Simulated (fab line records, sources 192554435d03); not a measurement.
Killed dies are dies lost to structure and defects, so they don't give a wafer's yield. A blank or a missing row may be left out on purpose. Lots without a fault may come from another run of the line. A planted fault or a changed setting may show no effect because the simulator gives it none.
fab line records | flow n5_finfet
record lots=9 wafers=27 last_day=19
route steps=1938 shown BEOL_M11@1601 BEOL_M12@1615 PASSIVATION@1936
lots that met no fault: from a run of the same line without faults
start_h: hours from the record's first day to the start of the lot's first wafer shown | wait_h: hours since the lot's step before | " the same as in the row above | L1.1+2: a row that stands for several wafers | - no value, or no start given | * or withheld: withheld | < > ~ a bound
route shown NAME@n: a module of which the file shows steps, and the number in the route of the first | usual: mean/standard deviation of fault-free wafers | same: alike in all rows | chamber/n: place in a boat | sites: the reading at each site | _std_site: their standard deviation | _edge_site: outer sites' mean less inner sites' | radius_mm: how far each site lies from the wafer's centre | mask NAME#n: copy n | behind: the tool/chamber that last shaped the wafer | hold: why the lot was held/for how many hours/how that ended | device: the transistor (n, p or np) that didn't switch | end of line: the same wafers' tests at the end of the route | a step without rows: its recipe alone | killed: dies lost to structure and defects at the first sort, not the wafer's yield | map: a wafer's dies, x killed, . not, _ none there
set.NAME: the setting as run; set.NAME@STEP: as run at that earlier step | model.NAME: the simulator's own value behind a step, which no gauge read
steps of the route over a sample of lots; a table a step, a row a wafer
services: from which hour (start_h, from the record's first day; less than 0 if before it) a tool's chamber was out of use, for how many hours, and why
## steps
# step N5_BEOL_M11_INSPECT_58
# recipe inspect_instrument=darkfield mode=post_dep
# usual raw_defect_count=67/26
# columns lot.wafer tool chamber start_h wait_h raw_defect_count
L722.1 defect_inspect-01 - 233.06 0.0 70
L722.2 " - " " 77
L722.6 " - " " 42
L723.2 defect_inspect-01 - 262.74 0.0 78
L723.3 " - " " 69
L723.5 " - " " 54
L727.1 defect_inspect-01 - 269.77 0.0 37
L727.3 " - " " 44
L727.4 " - " " 54
L738.1 defect_inspect-02 - 331.13 0.0 20
L738.2 " - " " 41
L738.4 " - " " 28
L739.2 defect_inspect-02 - 354.33 0.0 25
L739.4 " - " " 30
L739.5 " - " " 65
L742.2 defect_inspect-01 - 392.17 0.0 72
L742.3 " - " " 46
L742.4 " - " " 80
L741.1 defect_inspect-02 - 399.13 0.0 62
L741.2 " - " " 42
L741.4 " - " " 49
L745.2 defect_inspect-01 - 403.80 0.0 63
L745.4 " - " " 73
L745.6 " - " " 47
L743.3 defect_inspect-02 - 411.03 0.0 62
L743.4 " - " " 94
L743.5 " - " " 58
# step N5_BEOL_M12_DESCUM_15
# recipe chemistry=O2 time_s=7.9 source_power_w=50 bias_power_w=20 pressure_mtorr=20 rf_frequency_hz=2.712e+07 temp_c=40 o2_flow_sccm=225
# usual drypump_motor_current_A=5.5/0.31 oes_product_au=0.83/0.083 rf_vpp_V=243.4/1.4 showerhead_plenum_p_Torr=2.11/0.081 throttle_valve_pct=20.29/0.26
# same time_s=7.9
# columns lot.wafer tool chamber start_h wait_h drypump_motor_current_A oes_product_au rf_hours_counter_h rf_vpp_V showerhead_plenum_p_Torr throttle_valve_pct
L722.1 rie_diel-03 0 233.75 0.0 5.8 0.91 31 243.7 2.13 19.86
L722.2 " 2 " " 4.9 0.89 37 245.5 2.23 20.51
L722.6 " 2 " " 4.9 0.90 - 244.2 2.23 20.53
L723.2 rie_diel-04 3 263.35 0.1 5.2 0.71 205 244.2 2.07 20.36
L723.3 " 0 " " 5.5 0.69 248 241.8 2.06 20.44
L723.5 " 1 " " 5.9 0.70 - 242.5 1.97 20.31
L727.1 rie_diel-01 3 270.45 0.0 5.3 0.82 69 241.7 2.01 20.17
L727.3 " 2 " " 5.8 0.72 211 242.5 1.98 20.51
L727.4 " 2 " " 5.8 0.72 - 242.8 1.98 20.51
L738.1 rie_diel-01 0 331.98 0.3 5.3 0.95 8 244.2 2.13 19.99
L738.2 " 3 " " 5.2 0.80 93 241.7 2.01 20.21
L738.4 " 1 " " 5.6 0.93 16 246.3 2.23 20.06
L739.2 rie_diel-04 3 354.89 0.0 5.2 0.68 241 241.5 2.05 20.41
L739.4 " 0 " " 5.5 0.95 14 243.3 2.05 20.01
L739.5 " 1 " " 5.9 0.94 - 246.8 2.22 20.08
L742.2 rie_diel-03 3 392.73 0.0 5.4 0.77 125 244.7 2.13 20.70
L742.3 " 1 " " 5.9 0.85 51 242.9 2.13 20.47
L742.4 " 0 " " 5.8 0.83 77 245.0 2.11 19.93
L741.1 rie_diel-04 1 399.70 0.0 5.9 0.89 20 244.8 2.22 20.10
L741.2 " 3 " " 5.2 0.67 255 242.4 2.05 20.44
L741.4 " 0 " " 5.5 0.91 29 242.9 2.05 20.03
L745.2 rie_diel-04 0 404.54 0.0 5.5 0.90 31 242.1 2.05 20.03
L745.4 " 2 " " 5.4 0.86 - 242.5 2.04 19.99
L745.6 " 1 " " 5.9 0.89 - 245.5 2.22 20.11
L743.3 rie_diel-03 3 411.71 0.0 5.4 0.77 131 243.1 2.12 20.73
L743.4 " 2 " " 4.9 0.82 93 245.3 2.21 20.60
L743.5 " 3 " " 5.4 0.77 - 242.5 2.12 20.72
# step N5_BEOL_M12_CD_MEAS_17
# recipe target_cd_nm=140 polarity=opening
# usual cd_nm=140.3/1.3
# columns lot.wafer tool chamber start_h wait_h cd_nm
L722.1 cd_sem-01 - 234.24 0.0 140.1
L722.2 " - " " 139.9
L722.6 " - " " 139.6
L723.2 cd_sem-02 - 263.84 0.0 140.5
L723.3 " - " " 137.5
L723.5 " - " " 141.6
L727.1 cd_sem-01 - 270.95 0.0 141.7
L727.3 " - " " 141.8
L727.4 " - " " 140.0
L738.1 cd_sem-02 - 332.47 0.0 141.3
L738.2 " - " " 141.6
L738.4 " - " " 140.5
L739.2 cd_sem-01 - 355.39 0.0 141.2
L739.4 " - " " 140.5
L739.5 " - " " 140.4
L742.2 cd_sem-03 - 393.23 0.0 142.5
L742.3 " - " " 139.1
L742.4 " - " " 138.9
L741.1 cd_sem-02 - 400.23 0.0 139.3
L741.2 " - " " 142.4
L741.4 " - " " 140.2
L745.2 cd_sem-02 - 405.03 0.0 139.7
L745.4 " - " " 140.0
L745.6 " - " " 138.9
L743.3 cd_sem-02 - 412.54 0.0 140.5
L743.4 " - " " 142.4
L743.5 " - " " 139.7
# step N5_BEOL_M12_TRENCH_ETCH_34
# recipe chemistry=C4F8/O2/Ar target=SiOC target_depth_a=3189.5 mask_material=SOC pressure_mtorr=30 source_w=3000 bias_w=700 Ar_flow_sccm=400 C4F8_flow_sccm=15 O2_flow_sccm=8 he_inner_torr=15 he_outer_torr=30 time_s=125.5 ion_energy_ev=250
# usual O2_flow_sccm=8.001/0.024 drypump_motor_current_A=5.5/0.31 oes_product_au=0.82/0.087 rf_vpp_V=666/3.4 showerhead_plenum_p_Torr=3.43/0.13 throttle_valve_pct=24.07/0.25
# columns lot.wafer tool chamber start_h wait_h O2_flow_sccm drypump_motor_current_A oes_product_au rf_hours_counter_h rf_vpp_V showerhead_plenum_p_Torr throttle_valve_pct
L722.1 rie_diel-03 3 235.26 0.0 8.037 5.4 0.83 75 666 3.43 24.09
L722.2 " 2 " " 7.993 4.9 0.89 39 670 3.64 24.36
L722.6 " 0 " " 8.007 5.9 0.89 - 667 3.48 23.64
L723.2 rie_diel-03 2 264.75 0.0 8.027 4.9 0.88 48 671 3.63 24.38
L723.3 " 0 " " 8.024 5.8 0.87 41 667 3.47 23.65
L723.5 " 0 " " 8.011 5.8 0.88 - 667 3.47 23.66
L727.1 rie_diel-01 3 271.85 0.0 7.967 5.2 0.83 70 665 3.29 23.91
L727.3 " 2 " " 7.978 5.8 0.72 212 662 3.26 24.33
L727.4 " 2 " " 7.961 5.8 0.72 - 660 3.26 24.31
L738.1 rie_diel-01 1 333.37 0.0 7.995 5.6 0.92 16 671 3.61 23.77
L738.2 " 0 " " 7.973 5.4 0.96 9 668 3.48 23.83
L738.4 " 2 " " 8.016 5.8 0.70 237 661 3.24 24.34
L739.2 rie_diel-04 2 356.29 0.0 7.945 5.4 0.88 50 664 3.33 23.70
L739.4 " 1 " " 8.015 5.9 0.93 6 670 3.65 24.02
L739.5 " 0 " " 7.966 5.5 0.94 - 662 3.36 23.80
L742.2 rie_diel-03 0 394.19 0.0 8.001 5.8 0.83 77 667 3.45 23.71
L742.3 " 2 " " 7.952 5.0 0.82 87 671 3.61 24.41
L742.4 " 1 " " 7.990 5.9 0.87 52 666 3.50 24.39
L741.1 rie_diel-03 0 401.18 0.0 8.000 5.8 0.83 79 668 3.45 23.71
L741.2 " 3 " " 7.994 5.4 0.77 128 665 3.40 24.16
L741.4 " 2 " " 7.999 4.9 0.82 89 669 3.61 24.44
L745.2 rie_diel-01 1 405.93 0.0 7.973 5.6 0.86 45 672 3.60 23.80
L745.4 " 3 " " 7.999 5.3 0.77 121 662 3.27 23.97
L745.6 " 0 " " 7.995 5.3 0.89 - 666 3.47 23.87
L743.3 rie_diel-03 2 413.32 0.0 8.043 4.9 0.81 94 668 3.61 24.43
L743.4 " 1 " " 8.027 5.8 0.86 57 666 3.50 24.38
L743.5 " 3 " " 8.012 5.4 0.77 - 664 3.40 24.14
# step N5_BEOL_M12_OCD_MEAS_35
# usual trench_depth_nm=322/6
# columns lot.wafer tool chamber start_h wait_h trench_depth_nm
L722.1 ocd-01 - 235.42 0.0 329
L722.2 " - " " 324
L722.6 " - " " 334
L723.2 ocd-02 - 264.91 0.0 325
L723.3 " - " " 327
L723.5 " - " " 329
L727.1 ocd-02 - 272.00 0.0 317
L727.3 " - " " 310
L727.4 " - " " 310
L738.1 ocd-01 - 333.53 0.0 320
L738.2 " - " " 327
L738.4 " - " " 296
L739.2 ocd-02 - 356.44 0.0 327
L739.4 " - " " 319
L739.5 " - " " 312
L742.2 ocd-01 - 394.35 0.0 329
L742.3 " - " " 323
L742.4 " - " " 324
L741.1 ocd-01 - 401.34 0.0 328
L741.2 " - " " 325
L741.4 " - " " 322
L745.2 ocd-01 - 406.09 0.0 317
L745.4 " - " " 317
L745.6 " - " " 327
L743.3 ocd-02 - 413.48 0.0 321
L743.4 " - " " 326
L743.5 " - " " 327
# step N5_BEOL_M12_THK_MEAS_50
# recipe thk_meas_gauge=xrf reads=Cu_of_BEOL_M12_ECD_47
# usual M12_THK=328/6.6
# columns lot.wafer tool chamber start_h wait_h M12_THK[nm]
L722.1 film_metro-01 - 237.52 - 327
L722.2 " - " " 322
L722.6 " - " " 333
L723.2 film_metro-02 - 268.76 - 334
L723.3 " - " " 339
L723.5 " - " " 341
L727.1 film_metro-02 - 275.13 - 330
L727.3 " - " " 318
L727.4 " - " " 322
L738.1 film_metro-01 - 335.10 - 325
L738.2 " - " " 329
L738.4 " - " " 300
L739.2 film_metro-02 - 360.01 - 335
L739.4 " - " " 324
L739.5 " - " " 319
L742.2 film_metro-02 - 398.44 - 338
L742.3 " - " " 330
L742.4 " - " " 332
L741.1 film_metro-02 - 404.96 - 340
L741.2 " - " " 336
L741.4 " - " " 330
L745.2 film_metro-02 - 411.53 - 327
L745.4 " - " " 328
L745.6 " - " " 337
L743.3 film_metro-02 - 417.43 - 325
L743.4 " - " " 335
L743.5 " - " " 339
# step N5_BEOL_M12_RS_MEAS_54
# recipe thk_meas_gauge=four-point-probe reads=Cu_of_BEOL_M12_ECD_47+Ta_of_BEOL_M12_SPUTTER_44+TaN_of_BEOL_M12_SPUTTER_43
# usual M12_RS=0.0595/0.0012
# columns lot.wafer tool chamber start_h wait_h M12_RS[ohm/sq]
L722.1 film_metro-02 - 237.64 0.0 0.0583
L722.2 " - " " 0.0594
L722.6 " - " " 0.0572
L723.2 film_metro-01 - 268.89 0.0 0.0590
L723.3 " - " " 0.0581
L723.5 " - " " 0.0576
L727.1 film_metro-02 - 275.26 0.0 0.0601
L727.3 " - " " 0.0622
L727.4 " - " " 0.0616
L738.1 film_metro-01 - 335.22 0.0 0.0593
L738.2 " - " " 0.0585
L738.4 " - " " 0.0645
L739.2 film_metro-01 - 360.13 0.0 0.0582
L739.4 " - " " 0.0600
L739.5 " - " " 0.0611
L742.2 film_metro-01 - 398.59 0.1 0.0583
L742.3 " - " " 0.0596
L742.4 " - " " 0.0593
L741.1 film_metro-01 - 405.09 0.0 0.0581
L741.2 " - " " 0.0587
L741.4 " - " " 0.0600
L745.2 film_metro-02 - 411.65 0.0 0.0603
L745.4 " - " " 0.0602
L745.6 " - " " 0.0585
L743.3 film_metro-01 - 417.56 0.0 0.0601
L743.4 " - " " 0.0585
L743.5 " - " " 0.0581
# step N5_PASSIVATION_PROBE_49
# usual defect_limited_yield=91.3/1.4 killed_at_M0_to_M3=33/11 killed_at_M4_up=15/6.2 killed_at_contacts=13/6.5 killed_at_front_end=38/11 killed_at_other=3.4/2.6 killed_dies=102/17 killed_open=67/12 killed_short=34/7.9 sort_bin_5_function=5.1/0.88 sort_bin_6_memory=3.3/0.65 sort_n_pass=1078/17 sort_yield_pct=91.3/1.4
# same gross_dies=1180 killed_at_back_side=0 sort_bin_4_leakage[%]=0 sort_bin_8_speed[%]=0
# columns lot.wafer tool chamber start_h wait_h defect_limited_yield[%] killed_at_M0_to_M3 killed_at_M4_up killed_at_contacts killed_at_front_end killed_at_other killed_dies killed_open killed_short sort_bin_5_function[%] sort_bin_6_memory[%] sort_n_pass sort_yield_pct[%]
L722.1 prober-01 - 273.66 0.0 91.5 19 8 26 46 1 100 61 39 5.4 2.8 1080 91.5
L722.2 prober-01 - 273.71 0.1 92.7 24 23 20 19 0 86 62 23 4.8 2.3 1094 92.7
L722.6 prober-01 - 273.91 0.3 93.1 14 9 29 30 0 82 55 27 4.5 2.3 1098 93.1
L727.1 prober-01 - 304.36 0.0 92.3 30 7 16 36 2 91 59 31 4.9 2.5 1089 92.3
L727.3 prober-01 - 304.46 0.1 93.9 21 15 3 32 1 72 44 26 3.6 2.3 1108 93.9
L727.4 prober-01 - 304.51 0.2 92.0 29 18 7 37 3 94 54 40 4.8 2.6 1086 92.0
L738.1 prober-01 - 369.30 0.0 93.1 21 17 3 41 0 82 45 34 4.1 2.7 1098 93.1
L742.2 prober-02 - 434.81 0.8 93.1 31 11 4 25 11 82 44 36 4.8 1.9 1098 93.1
L742.3 prober-02 - 434.86 0.8 91.6 26 12 16 34 11 99 69 28 4.7 3.6 1081 91.6
L742.4 prober-02 - 434.91 0.9 91.6 16 17 25 34 7 99 64 32 5.9 1.7 1081 91.6
# killed by level:class
L722.1 MOL_CONTACT_COAG:geometric_particle:open=20 FIN_SAQP:geometric_particle:short=13 ILD0:geometric_particle:short=6 MOL_CONTACT_COAG:geometric_particle:short=6 BEOL_M0_SAQP:geometric_particle:short=6 GATE_CUT:geometric_particle:open=5 BEOL_M4:geometric_particle:open=5 ILD0:geometric_particle:open=4
L722.2 BEOL_M4:geometric_particle:open=12 MOL_CONTACT_COAG:geometric_particle:open=10 MOL_CONTACT_COAG:geometric_particle:short=10 BEOL_M3:geometric_particle:open=8 FIN_SAQP:geometric_particle:open=5 STI_FIN_REVEAL:geometric_particle:open=5 BEOL_M0_SAQP:geometric_particle:open=5 FIN_SAQP:geometric_particle:short=3
L722.6 MOL_CONTACT_COAG:geometric_particle:open=19 MOL_CONTACT_COAG:geometric_particle:short=10 STI_FIN_REVEAL:geometric_particle:open=8 FIN_CUT:geometric_particle:open=4 STI_FIN_REVEAL:geometric_particle:short=4 BEOL_M4:geometric_particle:open=4 STARTING-WAFER:geometric_particle:open=4 BEOL_M2:geometric_particle:open=3
L727.1 MOL_CONTACT_COAG:geometric_particle:open=14 BEOL_M0_SAQP:geometric_particle:open=10 STI_FIN_REVEAL:geometric_particle:open=8 BEOL_M0_SAQP:geometric_particle:short=8 STI_FIN_REVEAL:geometric_particle:short=6 GATE_CUT:geometric_particle:short=6 BEOL_M3:geometric_particle:open=5 GATE_CUT:geometric_particle:open=4
L727.3 BEOL_M3:geometric_particle:open=9 GATE_CUT:geometric_particle:short=6 BEOL_M4:geometric_particle:open=6 STI_FIN_REVEAL:geometric_particle:open=5 DUMMY_GATE:geometric_particle:open=5 BEOL_M4:geometric_particle:short=4 DUMMY_GATE:geometric_particle:short=3 FIN_SAQP:geometric_particle:short=2
L727.4 BEOL_M4:geometric_particle:open=12 GATE_CUT:geometric_particle:short=8 STI_FIN_REVEAL:geometric_particle:open=7 BEOL_M0_SAQP:geometric_particle:short=7 BEOL_M0_SAQP:geometric_particle:open=7 STARTING-WAFER:geometric_particle:short=6 MOL_CONTACT_COAG:geometric_particle:open=5 BEOL_M2:geometric_particle:open=5
L738.1 FIN_SAQP:geometric_particle:short=6 BEOL_M3:geometric_particle:open=6 STI_FIN_REVEAL:geometric_particle:open=5 FIN_SAQP:geometric_particle:open=4 STI_FIN_REVEAL:geometric_particle:short=4 ILD0:geometric_particle:short=4 BEOL_M0_SAQP:geometric_particle:short=4 BEOL_M6:geometric_particle:open=4
L742.2 BEOL_M0_SAQP:geometric_particle:short=12 STI_FIN_REVEAL:geometric_particle:open=7 BEOL_M0_SAQP:geometric_particle:open=6 BEOL_M4:geometric_particle:open=6 PASS1_CAP:geometric_particle:short=5 BEOL_M2:geometric_particle:open=5 STARTING-WAFER:geometric_particle:short=5 PASS1_CAP:geometric_particle:open=4
L742.3 MOL_CONTACT_COAG:geometric_particle:open=13 STI_FIN_REVEAL:geometric_particle:open=9 BEOL_M2:geometric_particle:open=9 FIN_SAQP:geometric_particle:short=8 BEOL_M4:geometric_particle:open=6 BEOL_M0_SAQP:geometric_particle:open=6 PASS1_CAP:geometric_particle:open=5 DUMMY_GATE:geometric_particle:open=3
L742.4 MOL_CONTACT_COAG:geometric_particle:open=20 STI_FIN_REVEAL:geometric_particle:open=11 BEOL_M4:geometric_particle:open=7 FIN_SAQP:geometric_particle:short=6 MOL_CONTACT_COAG:geometric_particle:short=5 PASS1_CAP:geometric_particle:short=4 STI_FIN_REVEAL:geometric_particle:short=3 BEOL_M0_SAQP:geometric_particle:open=3
## services
# columns tool chamber start_h hours kind
rie_diel-03 1 218.97 - clean
rie_diel-03 1 218.97 - consumable_replace:focus_ring
rie_diel-03 1 218.97 17.2 scheduled_down
rie_diel-03 1 218.97 17.2 vent_cycle
rie_diel-04 1 232.60 8.5 repair
rie_diel-01 3 236.72 4.0 repair
rie_diel-01 1 259.55 - clean
rie_diel-01 1 259.55 - consumable_replace:focus_ring
rie_diel-01 1 259.55 - consumable_replace:showerhead
rie_diel-01 1 259.55 32.3 scheduled_down
rie_diel-01 1 259.55 32.3 vent_cycle
rie_diel-04 2 262.52 29.1 repair
rie_diel-03 0 285.15 18.7 repair
rie_diel-04 0 291.63 - clean
rie_diel-04 0 291.63 - consumable_replace:focus_ring
rie_diel-04 0 291.63 22.6 scheduled_down
rie_diel-04 0 291.63 22.6 vent_cycle
rie_diel-01 0 291.88 - clean
rie_diel-01 0 291.88 - consumable_replace:focus_ring
rie_diel-01 0 291.88 17.7 scheduled_down
rie_diel-01 0 291.88 17.7 vent_cycle
rie_diel-03 2 360.21 3.0 repair
rie_diel-04 3 400.12 6.5 repair
rie_diel-03 - 404.61 0.9 repair
## key
first_sign step=N5_BEOL_M12_OCD_MEAS_35 reading=trench_depth_nm direction=down sigmas=4.3 usual=322 struck=296
effect step=N5_BEOL_M12_THK_MEAS_50 reading=M12_THK direction=down sigmas=4.3 usual=328 struck=300
effect step=N5_BEOL_M12_RS_MEAS_54 reading=M12_RS direction=up sigmas=4.2 usual=0.0595 struck=0.0645
met_at N5_BEOL_M12_TRENCH_ETCH_34
struck_lots L738
struck_wafers L738.4
not_acting_at N5_BEOL_M11_INSPECT_58,N5_BEOL_M12_DESCUM_15,N5_BEOL_M12_CD_MEAS_17
onset_between 271.85 333.37
fault kind=process_parameter_drift tool=rie_diel-01 chamber=2 onset_h=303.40 steps=N5_BEOL_M12_TRENCH_ETCH_34 channel=target_depth_a offset=-205.39 shape=step end_h=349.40 acts_in=these_recipes_only stated=3189.5
